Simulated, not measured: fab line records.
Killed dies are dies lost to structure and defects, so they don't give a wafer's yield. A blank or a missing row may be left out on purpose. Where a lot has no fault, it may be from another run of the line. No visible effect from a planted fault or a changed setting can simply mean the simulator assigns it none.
fab line records :: flow n5Finfet :: part 2 of 2: steps 22 to 26 of 26
record
  lots=5
  wafers=15
  lastDay=17
route steps=1938 shown BEOL_M5@1129
lots that met no fault: taken from a fault-free run of the same line
startH: hours from the record's opening day to when the first of the lot's shown wafers began :: waitH: time in hours since the lot's previous step :: " identical to the entry in the row above :: L1.1+2: one row covering several wafers at once :: - value missing, or start not given :: * or withheld: withheld :: < > ~ a bound
route shown NAME@n: NAME is a module with steps in the file, n the number in the route of the first one :: usual: mean/standard deviation taken from wafers without a fault :: same: alike in all rows :: chamber/n: place in a boat :: sites: the reading at each site :: _std_site: how widely they spread, as a standard deviation :: _edge_site: inner sites' mean taken away from outer sites' mean :: radiusMm: how far each site lies from the wafer's centre :: mask NAME#n: copy n :: behind: the tool/chamber that last shaped the wafer :: hold: the reason the lot was held/the length of the hold in hours/how it ended :: device: whichever transistor did not switch (one of n, p or np) :: end of line: tests of these same wafers at the route's end :: a step without rows: its recipe alone :: killed: count of dies lost to structure and defects at first sort (not the wafer's yield) :: map: the dies of a wafer, with x for killed, . for not killed, _ for no die there
set.NAME: the setting the step ran with; set.NAME@STEP: the setting that earlier step ran with :: model.NAME: the simulator's own value behind a step, which no gauge read
certain route steps with their lots: each step a table, each wafer a row
services: when a tool's chamber went out of use (startH, in hours from the record's first day, below 0 if earlier), for how many hours, and the reason
## steps
# step N5_BEOL_M5_INSPECT_30
# recipe
  mode=adi
  inspectInstrument=brightfield
# usual
  rawDefectCount=434/100
lot.wafer: L080.2
tool: defectInspect-02
chamber: -
startH: 238.84
waitH: 0.0
rawDefectCount: 489

lot.wafer: L080.4
tool: defectInspect-02
chamber: -
startH: 238.84
waitH: 0.0
rawDefectCount: 396

lot.wafer: L080.5
tool: defectInspect-02
chamber: -
startH: 238.84
waitH: 0.0
rawDefectCount: 326

lot.wafer: L086.1
tool: defectInspect-01
chamber: -
startH: 269.63
waitH: 0.1
rawDefectCount: 333

lot.wafer: L086.2
tool: defectInspect-01
chamber: -
startH: 269.63
waitH: 0.1
rawDefectCount: 368

lot.wafer: L086.6
tool: defectInspect-01
chamber: -
startH: 269.63
waitH: 0.1
rawDefectCount: 356

lot.wafer: L089.2
tool: defectInspect-02
chamber: -
startH: 275.28
waitH: 0.0
rawDefectCount: 580

lot.wafer: L089.5
tool: defectInspect-02
chamber: -
startH: 275.28
waitH: 0.0
rawDefectCount: 650

lot.wafer: L089.6
tool: defectInspect-02
chamber: -
startH: 275.28
waitH: 0.0
rawDefectCount: 428

lot.wafer: L090.1
tool: defectInspect-02
chamber: -
startH: 281.45
waitH: 0.1
rawDefectCount: 283

lot.wafer: L090.5
tool: defectInspect-02
chamber: -
startH: 281.45
waitH: 0.1
rawDefectCount: 339

lot.wafer: L090.6
tool: defectInspect-02
chamber: -
startH: 281.45
waitH: 0.1
rawDefectCount: 380

lot.wafer: L094.2
tool: defectInspect-01
chamber: -
startH: 306.19
waitH: 0.0
rawDefectCount: 576

lot.wafer: L094.3
tool: defectInspect-01
chamber: -
startH: 306.19
waitH: 0.0
rawDefectCount: 636

lot.wafer: L094.4
tool: defectInspect-01
chamber: -
startH: 306.19
waitH: 0.0
rawDefectCount: 472
# step N5_BEOL_M5_DESCUM_33
# recipe
  chemistry=O2
  timeS=7
  sourcePowerW=50
  biasPowerW=20
  pressureMtorr=20
  rfFrequencyHz=2.712e+07
  tempC=40
  resist=CAR-EUV
  o2FlowSccm=225
# usual
  drypumpMotorCurrentA=5.7/0.42
  o2FlowSccm=225.0/0.72
  oesProductAu=0.77/0.051
  rfFwdPowerW=49.38/0.21
  rfVppV=242.9/1.4
  showerheadPlenumPTorr=2.08/0.077
  throttleValvePct=20.35/0.19
# same
  timeS=7
lot.wafer: L080.2
tool: rieDiel-03
chamber: 3
startH: 239.41
waitH: 0.6
drypumpMotorCurrentA: 5.1
o2FlowSccm: 225.7
oesProductAu: 0.81
rfFwdPowerW: 49.01
rfHoursCounterH: 108
rfVppV: 244.8
showerheadPlenumPTorr: 2.19
throttleValvePct: 20.36

lot.wafer: L080.4
tool: rieDiel-03
chamber: 0
startH: 239.41
waitH: 0.6
drypumpMotorCurrentA: 5.5
o2FlowSccm: 225.0
oesProductAu: 0.74
rfFwdPowerW: 49.36
rfHoursCounterH: 184
rfVppV: 241.9
showerheadPlenumPTorr: 2.09
throttleValvePct: 20.33

lot.wafer: L080.5
tool: rieDiel-03
chamber: 2
startH: 239.41
waitH: 0.6
drypumpMotorCurrentA: 6.1
o2FlowSccm: 225.3
oesProductAu: 0.73
rfFwdPowerW: 49.39
rfHoursCounterH: -
rfVppV: 243.2
showerheadPlenumPTorr: 1.99
throttleValvePct: 20.08

lot.wafer: L086.1
tool: rieDiel-05
chamber: 0
startH: 270.07
waitH: 0.4
drypumpMotorCurrentA: 5.6
o2FlowSccm: 225.4
oesProductAu: 0.69
rfFwdPowerW: 49.37
rfHoursCounterH: 231
rfVppV: 242.2
showerheadPlenumPTorr: 2.07
throttleValvePct: 20.66

lot.wafer: L086.2
tool: rieDiel-05
chamber: 3
startH: 270.07
waitH: 0.4
drypumpMotorCurrentA: 6.1
o2FlowSccm: 224.2
oesProductAu: 0.74
rfFwdPowerW: 49.70
rfHoursCounterH: 177
rfVppV: 242.0
showerheadPlenumPTorr: 2.10
throttleValvePct: 20.47

lot.wafer: L086.6
tool: rieDiel-05
chamber: 1
startH: 270.07
waitH: 0.4
drypumpMotorCurrentA: 6.5
o2FlowSccm: 225.9
oesProductAu: 0.87
rfFwdPowerW: 49.21
rfHoursCounterH: -
rfVppV: 242.0
showerheadPlenumPTorr: 2.05
throttleValvePct: 20.28

lot.wafer: L089.2
tool: rieDiel-06
chamber: 3
startH: 275.54
waitH: 0.3
drypumpMotorCurrentA: 5.7
o2FlowSccm: 224.6
oesProductAu: 0.73
rfFwdPowerW: 49.50
rfHoursCounterH: 183
rfVppV: 243.5
showerheadPlenumPTorr: 2.15
throttleValvePct: 20.33

lot.wafer: L089.5
tool: rieDiel-06
chamber: 2
startH: 275.54
waitH: 0.3
drypumpMotorCurrentA: 6.0
o2FlowSccm: 225.2
oesProductAu: 0.76
rfFwdPowerW: 49.40
rfHoursCounterH: -
rfVppV: 243.4
showerheadPlenumPTorr: 2.11
throttleValvePct: 20.75

lot.wafer: L089.6
tool: rieDiel-06
chamber: 3
startH: 275.54
waitH: 0.3
drypumpMotorCurrentA: 5.7
o2FlowSccm: 224.7
oesProductAu: 0.73
rfFwdPowerW: 49.55
rfHoursCounterH: -
rfVppV: 243.5
showerheadPlenumPTorr: 2.15
throttleValvePct: 20.32

lot.wafer: L090.1
tool: rieDiel-03
chamber: 1
startH: 281.61
waitH: 0.2
drypumpMotorCurrentA: 5.4
o2FlowSccm: 224.8
oesProductAu: 0.84
rfFwdPowerW: 49.38
rfHoursCounterH: 71
rfVppV: 242.3
showerheadPlenumPTorr: 2.03
throttleValvePct: 20.18

lot.wafer: L090.5
tool: rieDiel-03
chamber: 2
startH: 281.61
waitH: 0.2
drypumpMotorCurrentA: 6.1
o2FlowSccm: 224.5
oesProductAu: 0.73
rfFwdPowerW: 49.74
rfHoursCounterH: -
rfVppV: 242.2
showerheadPlenumPTorr: 1.99
throttleValvePct: 20.10

lot.wafer: L090.6
tool: rieDiel-03
chamber: 1
startH: 281.61
waitH: 0.2
drypumpMotorCurrentA: 5.4
o2FlowSccm: 226.7
oesProductAu: 0.84
rfFwdPowerW: 49.25
rfHoursCounterH: -
rfVppV: 243.0
showerheadPlenumPTorr: 2.03
throttleValvePct: 20.18

lot.wafer: L094.2
tool: rieDiel-06
chamber: 2
startH: 306.22
waitH: 0.0
drypumpMotorCurrentA: 6.0
o2FlowSccm: 225.8
oesProductAu: 0.74
rfFwdPowerW: 49.41
rfHoursCounterH: 145
rfVppV: 244.1
showerheadPlenumPTorr: 2.11
throttleValvePct: 20.76

lot.wafer: L094.3
tool: rieDiel-06
chamber: 3
startH: 306.22
waitH: 0.0
drypumpMotorCurrentA: 5.7
o2FlowSccm: 225.6
oesProductAu: 0.72
rfFwdPowerW: 49.64
rfHoursCounterH: 189
rfVppV: 242.5
showerheadPlenumPTorr: 2.15
throttleValvePct: 20.33

lot.wafer: L094.4
tool: rieDiel-06
chamber: 1
startH: 306.22
waitH: 0.0
drypumpMotorCurrentA: 5.6
o2FlowSccm: 225.2
oesProductAu: 0.76
rfFwdPowerW: 48.84
rfHoursCounterH: 156
rfVppV: 239.8
showerheadPlenumPTorr: 1.92
throttleValvePct: 20.54
# step N5_BEOL_M5_ETCH_75
# recipe
  chemistry=N2/H2
  target=underlayer
  targetDepthA=65
  maskMaterial=CAR-EUV
  timeS=5.2
  ionEnergyEv=200
  pressureMtorr=30
  sourceW=840
  biasW=150
  n2FlowSccm=200
  h2FlowSccm=200
  ends=cleared
# usual
  drypumpMotorCurrentA=5.7/0.42
  etchRfOnTimeS=5.16/0.13
  oesProductAu=0.66/0.043
  rfFwdPowerW=819.0/2.5
  rfVppV=523.4/2.9
  showerheadPlenumPTorr=2.53/0.094
  throttleValvePct=17.79/0.23
lot.wafer: L080.2
tool: rieDiel-03
chamber: 3
startH: 239.44
waitH: 0.0
drypumpMotorCurrentA: 5.1
etchRfOnTimeS: 5.35
oesProductAu: 0.69
rfFwdPowerW: 819.8
rfHoursCounterH: 108
rfVppV: 526.9
showerheadPlenumPTorr: 2.67
throttleValvePct: 17.89

lot.wafer: L080.4
tool: rieDiel-03
chamber: 0
startH: 239.44
waitH: 0.0
drypumpMotorCurrentA: 5.5
etchRfOnTimeS: 5.11
oesProductAu: 0.63
rfFwdPowerW: 820.5
rfHoursCounterH: 184
rfVppV: 524.3
showerheadPlenumPTorr: 2.54
throttleValvePct: 17.73

lot.wafer: L080.5
tool: rieDiel-03
chamber: 2
startH: 239.44
waitH: 0.0
drypumpMotorCurrentA: 6.1
etchRfOnTimeS: 5.03
oesProductAu: 0.64
rfFwdPowerW: 820.0
rfHoursCounterH: -
rfVppV: 520.5
showerheadPlenumPTorr: 2.43
throttleValvePct: 17.55

lot.wafer: L086.1
tool: rieDiel-05
chamber: 0
startH: 270.10
waitH: 0.0
drypumpMotorCurrentA: 5.6
etchRfOnTimeS: 5.42
oesProductAu: 0.59
rfFwdPowerW: 819.2
rfHoursCounterH: 231
rfVppV: 523.7
showerheadPlenumPTorr: 2.50
throttleValvePct: 18.01

lot.wafer: L086.2
tool: rieDiel-05
chamber: 3
startH: 270.10
waitH: 0.0
drypumpMotorCurrentA: 6.1
etchRfOnTimeS: 5.27
oesProductAu: 0.62
rfFwdPowerW: 819.1
rfHoursCounterH: 177
rfVppV: 522.8
showerheadPlenumPTorr: 2.54
throttleValvePct: 17.96

lot.wafer: L086.6
tool: rieDiel-05
chamber: 1
startH: 270.10
waitH: 0.0
drypumpMotorCurrentA: 6.5
etchRfOnTimeS: 5.15
oesProductAu: 0.75
rfFwdPowerW: 823.4
rfHoursCounterH: -
rfVppV: 524.8
showerheadPlenumPTorr: 2.48
throttleValvePct: 17.69

lot.wafer: L089.2
tool: rieDiel-06
chamber: 3
startH: 275.58
waitH: 0.0
drypumpMotorCurrentA: 5.7
etchRfOnTimeS: 5.30
oesProductAu: 0.61
rfFwdPowerW: 818.2
rfHoursCounterH: 183
rfVppV: 527.6
showerheadPlenumPTorr: 2.62
throttleValvePct: 17.79

lot.wafer: L089.5
tool: rieDiel-06
chamber: 2
startH: 275.58
waitH: 0.0
drypumpMotorCurrentA: 6.1
etchRfOnTimeS: 5.21
oesProductAu: 0.65
rfFwdPowerW: 814.6
rfHoursCounterH: -
rfVppV: 522.8
showerheadPlenumPTorr: 2.56
throttleValvePct: 18.22

lot.wafer: L089.6
tool: rieDiel-06
chamber: 3
startH: 275.58
waitH: 0.0
drypumpMotorCurrentA: 5.7
etchRfOnTimeS: 5.30
oesProductAu: 0.62
rfFwdPowerW: 817.3
rfHoursCounterH: -
rfVppV: 527.4
showerheadPlenumPTorr: 2.62
throttleValvePct: 17.80

lot.wafer: L090.1
tool: rieDiel-03
chamber: 1
startH: 281.65
waitH: 0.0
drypumpMotorCurrentA: 5.4
etchRfOnTimeS: 5.05
oesProductAu: 0.71
rfFwdPowerW: 820.0
rfHoursCounterH: 71
rfVppV: 520.5
showerheadPlenumPTorr: 2.45
throttleValvePct: 17.47

lot.wafer: L090.5
tool: rieDiel-03
chamber: 2
startH: 281.65
waitH: 0.0
drypumpMotorCurrentA: 6.1
etchRfOnTimeS: 5.08
oesProductAu: 0.62
rfFwdPowerW: 820.6
rfHoursCounterH: -
rfVppV: 519.9
showerheadPlenumPTorr: 2.42
throttleValvePct: 17.57

lot.wafer: L090.6
tool: rieDiel-03
chamber: 1
startH: 281.65
waitH: 0.0
drypumpMotorCurrentA: 5.4
etchRfOnTimeS: 5.04
oesProductAu: 0.72
rfFwdPowerW: 820.5
rfHoursCounterH: -
rfVppV: 521.8
showerheadPlenumPTorr: 2.45
throttleValvePct: 17.46

lot.wafer: L094.2
tool: rieDiel-06
chamber: 2
startH: 306.26
waitH: 0.0
drypumpMotorCurrentA: 6.0
etchRfOnTimeS: 5.30
oesProductAu: 0.63
rfFwdPowerW: 821.9
rfHoursCounterH: 145
rfVppV: 525.3
showerheadPlenumPTorr: 2.55
throttleValvePct: 18.22

lot.wafer: L094.3
tool: rieDiel-06
chamber: 3
startH: 306.26
waitH: 0.0
drypumpMotorCurrentA: 5.7
etchRfOnTimeS: 5.33
oesProductAu: 0.61
rfFwdPowerW: 817.4
rfHoursCounterH: 189
rfVppV: 524.4
showerheadPlenumPTorr: 2.62
throttleValvePct: 17.78

lot.wafer: L094.4
tool: rieDiel-06
chamber: 1
startH: 306.26
waitH: 0.0
drypumpMotorCurrentA: 5.5
etchRfOnTimeS: 5.04
oesProductAu: 0.66
rfFwdPowerW: 819.4
rfHoursCounterH: 156
rfVppV: 516.9
showerheadPlenumPTorr: 2.35
throttleValvePct: 18.15
# step N5_BEOL_M5_ETCH_67
# recipe
  chemistry=CF4
  target=SiARC
  targetDepthA=156
  maskMaterial=CAR-EUV
  timeS=26
  ionEnergyEv=80
  pressureMtorr=40
  sourceW=545
  biasW=36
  Ar_flow_sccm=100
  cf4FlowSccm=100
  ends=cleared
# usual
  drypumpMotorCurrentA=5.7/0.42
  etchRfOnTimeS=25.9/0.63
  oesProductAu=0.66/0.043
  rfFwdPowerW=531.8/2
  rfVppV=183.8/1.2
  showerheadPlenumPTorr=2.13/0.077
  throttleValvePct=15.58/0.15
lot.wafer: L080.2
tool: rieDiel-03
chamber: 3
startH: 239.46
waitH: 0.0
drypumpMotorCurrentA: 5.1
etchRfOnTimeS: 26.5
oesProductAu: 0.68
rfFwdPowerW: 533.9
rfHoursCounterH: 108
rfVppV: 185.8
showerheadPlenumPTorr: 2.25
throttleValvePct: 15.63

lot.wafer: L080.4
tool: rieDiel-03
chamber: 0
startH: 239.46
waitH: 0.0
drypumpMotorCurrentA: 5.5
etchRfOnTimeS: 26.1
oesProductAu: 0.63
rfFwdPowerW: 531.8
rfHoursCounterH: 184
rfVppV: 184.8
showerheadPlenumPTorr: 2.12
throttleValvePct: 15.51

lot.wafer: L080.5
tool: rieDiel-03
chamber: 2
startH: 239.46
waitH: 0.0
drypumpMotorCurrentA: 6.1
etchRfOnTimeS: 25.8
oesProductAu: 0.62
rfFwdPowerW: 531.8
rfHoursCounterH: -
rfVppV: 183.3
showerheadPlenumPTorr: 2.05
throttleValvePct: 15.38

lot.wafer: L086.1
tool: rieDiel-05
chamber: 0
startH: 270.12
waitH: 0.0
drypumpMotorCurrentA: 5.6
etchRfOnTimeS: 26.8
oesProductAu: 0.58
rfFwdPowerW: 532.1
rfHoursCounterH: 231
rfVppV: 183.8
showerheadPlenumPTorr: 2.12
throttleValvePct: 15.83

lot.wafer: L086.2
tool: rieDiel-05
chamber: 3
startH: 270.12
waitH: 0.0
drypumpMotorCurrentA: 6.1
etchRfOnTimeS: 26.7
oesProductAu: 0.63
rfFwdPowerW: 533.0
rfHoursCounterH: 177
rfVppV: 184.2
showerheadPlenumPTorr: 2.12
throttleValvePct: 15.56

lot.wafer: L086.6
tool: rieDiel-05
chamber: 1
startH: 270.12
waitH: 0.0
drypumpMotorCurrentA: 6.5
etchRfOnTimeS: 26.2
oesProductAu: 0.74
rfFwdPowerW: 530.3
rfHoursCounterH: -
rfVppV: 182.6
showerheadPlenumPTorr: 2.09
throttleValvePct: 15.39

lot.wafer: L089.2
tool: rieDiel-06
chamber: 3
startH: 275.60
waitH: 0.0
drypumpMotorCurrentA: 5.7
etchRfOnTimeS: 26.9
oesProductAu: 0.61
rfFwdPowerW: 531.3
rfHoursCounterH: 183
rfVppV: 185.1
showerheadPlenumPTorr: 2.22
throttleValvePct: 15.65

lot.wafer: L089.5
tool: rieDiel-06
chamber: 2
startH: 275.60
waitH: 0.0
drypumpMotorCurrentA: 6.0
etchRfOnTimeS: 26.3
oesProductAu: 0.65
rfFwdPowerW: 528.7
rfHoursCounterH: -
rfVppV: 184.1
showerheadPlenumPTorr: 2.15
throttleValvePct: 15.83

lot.wafer: L089.6
tool: rieDiel-06
chamber: 3
startH: 275.60
waitH: 0.0
drypumpMotorCurrentA: 5.7
etchRfOnTimeS: 27.1
oesProductAu: 0.62
rfFwdPowerW: 530.9
rfHoursCounterH: -
rfVppV: 183.7
showerheadPlenumPTorr: 2.22
throttleValvePct: 15.66

lot.wafer: L090.1
tool: rieDiel-03
chamber: 1
startH: 281.66
waitH: 0.0
drypumpMotorCurrentA: 5.4
etchRfOnTimeS: 25.1
oesProductAu: 0.72
rfFwdPowerW: 527.5
rfHoursCounterH: 71
rfVppV: 183.6
showerheadPlenumPTorr: 2.09
throttleValvePct: 15.40

lot.wafer: L090.5
tool: rieDiel-03
chamber: 2
startH: 281.66
waitH: 0.0
drypumpMotorCurrentA: 6.1
etchRfOnTimeS: 25.4
oesProductAu: 0.63
rfFwdPowerW: 536.2
rfHoursCounterH: -
rfVppV: 183.5
showerheadPlenumPTorr: 2.05
throttleValvePct: 15.41

lot.wafer: L090.6
tool: rieDiel-03
chamber: 1
startH: 281.66
waitH: 0.0
drypumpMotorCurrentA: 5.4
etchRfOnTimeS: 24.9
oesProductAu: 0.73
rfFwdPowerW: 530.3
rfHoursCounterH: -
rfVppV: 183.8
showerheadPlenumPTorr: 2.09
throttleValvePct: 15.39

lot.wafer: L094.2
tool: rieDiel-06
chamber: 2
startH: 306.27
waitH: 0.0
drypumpMotorCurrentA: 6.0
etchRfOnTimeS: 26.2
oesProductAu: 0.64
rfFwdPowerW: 530.5
rfHoursCounterH: 145
rfVppV: 184.6
showerheadPlenumPTorr: 2.15
throttleValvePct: 15.85

lot.wafer: L094.3
tool: rieDiel-06
chamber: 3
startH: 306.27
waitH: 0.0
drypumpMotorCurrentA: 5.7
etchRfOnTimeS: 26.8
oesProductAu: 0.61
rfFwdPowerW: 532.3
rfHoursCounterH: 189
rfVppV: 185.8
showerheadPlenumPTorr: 2.22
throttleValvePct: 15.68

lot.wafer: L094.4
tool: rieDiel-06
chamber: 1
startH: 306.27
waitH: 0.0
drypumpMotorCurrentA: 5.5
etchRfOnTimeS: 25.1
oesProductAu: 0.66
rfFwdPowerW: 531.5
rfHoursCounterH: 156
rfVppV: 181.5
showerheadPlenumPTorr: 1.98
throttleValvePct: 15.80
# step N5_BEOL_M5_ETCH_68
# recipe
  chemistry=N2/H2
  target=SOC
  targetDepthA=800
  overetchA=160
  maskMaterial=SiARC
  tempC=40
  timeS=120
  ionEnergyEv=200
  pressureMtorr=30
  sourceW=840
  biasW=150
  n2FlowSccm=200
  h2FlowSccm=200
# usual
  drypumpMotorCurrentA=5.7/0.42
  oesProductAu=0.59/0.036
  rfFwdPowerW=836.0/2.7
  rfVppV=523.3/2.8
  showerheadPlenumPTorr=2.53/0.094
  throttleValvePct=17.75/0.23
# same
  timeS=120
lot.wafer: L080.2
tool: rieDiel-03
chamber: 3
startH: 239.49
waitH: 0.0
drypumpMotorCurrentA: 5.1
oesProductAu: 0.62
rfFwdPowerW: 834.9
rfHoursCounterH: 108
rfVppV: 528.4
showerheadPlenumPTorr: 2.67
throttleValvePct: 17.84

lot.wafer: L080.4
tool: rieDiel-03
chamber: 0
startH: 239.49
waitH: 0.0
drypumpMotorCurrentA: 5.5
oesProductAu: 0.56
rfFwdPowerW: 837.3
rfHoursCounterH: 184
rfVppV: 523.1
showerheadPlenumPTorr: 2.54
throttleValvePct: 17.69

lot.wafer: L080.5
tool: rieDiel-03
chamber: 2
startH: 239.49
waitH: 0.0
drypumpMotorCurrentA: 6.1
oesProductAu: 0.56
rfFwdPowerW: 839.4
rfHoursCounterH: -
rfVppV: 519.3
showerheadPlenumPTorr: 2.43
throttleValvePct: 17.50

lot.wafer: L086.1
tool: rieDiel-05
chamber: 0
startH: 270.15
waitH: 0.0
drypumpMotorCurrentA: 5.6
oesProductAu: 0.54
rfFwdPowerW: 839.2
rfHoursCounterH: 231
rfVppV: 524.0
showerheadPlenumPTorr: 2.50
throttleValvePct: 17.97

lot.wafer: L086.2
tool: rieDiel-05
chamber: 3
startH: 270.15
waitH: 0.0
drypumpMotorCurrentA: 6.1
oesProductAu: 0.58
rfFwdPowerW: 838.3
rfHoursCounterH: 177
rfVppV: 523.9
showerheadPlenumPTorr: 2.54
throttleValvePct: 17.93

lot.wafer: L086.6
tool: rieDiel-05
chamber: 1
startH: 270.15
waitH: 0.0
drypumpMotorCurrentA: 6.5
oesProductAu: 0.67
rfFwdPowerW: 833.4
rfHoursCounterH: -
rfVppV: 521.1
showerheadPlenumPTorr: 2.48
throttleValvePct: 17.63

lot.wafer: L089.2
tool: rieDiel-06
chamber: 3
startH: 275.62
waitH: 0.0
drypumpMotorCurrentA: 5.7
oesProductAu: 0.56
rfFwdPowerW: 837.3
rfHoursCounterH: 183
rfVppV: 525.5
showerheadPlenumPTorr: 2.62
throttleValvePct: 17.74

lot.wafer: L089.5
tool: rieDiel-06
chamber: 2
startH: 275.62
waitH: 0.0
drypumpMotorCurrentA: 6.1
oesProductAu: 0.58
rfFwdPowerW: 835.9
rfHoursCounterH: -
rfVppV: 523.4
showerheadPlenumPTorr: 2.56
throttleValvePct: 18.15

lot.wafer: L089.6
tool: rieDiel-06
chamber: 3
startH: 275.62
waitH: 0.0
drypumpMotorCurrentA: 5.7
oesProductAu: 0.56
rfFwdPowerW: 836.2
rfHoursCounterH: -
rfVppV: 526.0
showerheadPlenumPTorr: 2.62
throttleValvePct: 17.75

lot.wafer: L090.1
tool: rieDiel-03
chamber: 1
startH: 281.69
waitH: 0.0
drypumpMotorCurrentA: 5.4
oesProductAu: 0.63
rfFwdPowerW: 834.7
rfHoursCounterH: 71
rfVppV: 521.2
showerheadPlenumPTorr: 2.45
throttleValvePct: 17.39

lot.wafer: L090.5
tool: rieDiel-03
chamber: 2
startH: 281.69
waitH: 0.0
drypumpMotorCurrentA: 6.1
oesProductAu: 0.55
rfFwdPowerW: 837.2
rfHoursCounterH: -
rfVppV: 521.5
showerheadPlenumPTorr: 2.42
throttleValvePct: 17.53

lot.wafer: L090.6
tool: rieDiel-03
chamber: 1
startH: 281.69
waitH: 0.0
drypumpMotorCurrentA: 5.4
oesProductAu: 0.64
rfFwdPowerW: 835.5
rfHoursCounterH: -
rfVppV: 521.1
showerheadPlenumPTorr: 2.45
throttleValvePct: 17.41

lot.wafer: L094.2
tool: rieDiel-06
chamber: 2
startH: 306.30
waitH: 0.0
drypumpMotorCurrentA: 6.1
oesProductAu: 0.57
rfFwdPowerW: 836.9
rfHoursCounterH: 145
rfVppV: 524.2
showerheadPlenumPTorr: 2.55
throttleValvePct: 18.18

lot.wafer: L094.3
tool: rieDiel-06
chamber: 3
startH: 306.30
waitH: 0.0
drypumpMotorCurrentA: 5.7
oesProductAu: 0.56
rfFwdPowerW: 840.2
rfHoursCounterH: 189
rfVppV: 526.1
showerheadPlenumPTorr: 2.62
throttleValvePct: 17.76

lot.wafer: L094.4
tool: rieDiel-06
chamber: 1
startH: 306.30
waitH: 0.0
drypumpMotorCurrentA: 5.6
oesProductAu: 0.58
rfFwdPowerW: 838.7
rfHoursCounterH: 156
rfVppV: 516.9
showerheadPlenumPTorr: 2.35
throttleValvePct: 18.11
## services
tool: rieDiel-03
chamber: 2
startH: 225.59
hours: 2.0
kind: repair

tool: lithoTrack-03
chamber: -
startH: 234.58
hours: -
kind: consumableReplace:filter

tool: rieDiel-05
chamber: 0
startH: 241.22
hours: 3.8
kind: repair

tool: euvScanner-02
chamber: -
startH: 246.82
hours: 2.4
kind: repair

tool: euvScanner-02
chamber: -
startH: 257.40
hours: 1.0
kind: pm

tool: lithoTrack-03
chamber: -
startH: 257.94
hours: -
kind: consumableReplace:filter

tool: euvScanner-01
chamber: -
startH: 267.04
hours: 1.0
kind: pm

tool: euvScanner-02
chamber: -
startH: 269.65
hours: 1.1
kind: repair

tool: euvScanner-02
chamber: 0
startH: 273.19
hours: -
kind: calibration

tool: rieDiel-06
chamber: 3
startH: 291.19
hours: 8.3
kind: repair

tool: rieMetal-02
chamber: 0
startH: 294.22
hours: 2.1
kind: repair

tool: euvScanner-02
chamber: -
startH: 299.44
hours: 4.6
kind: pm

tool: euvScanner-01
chamber: -
startH: 305.99
hours: -
kind: calibration
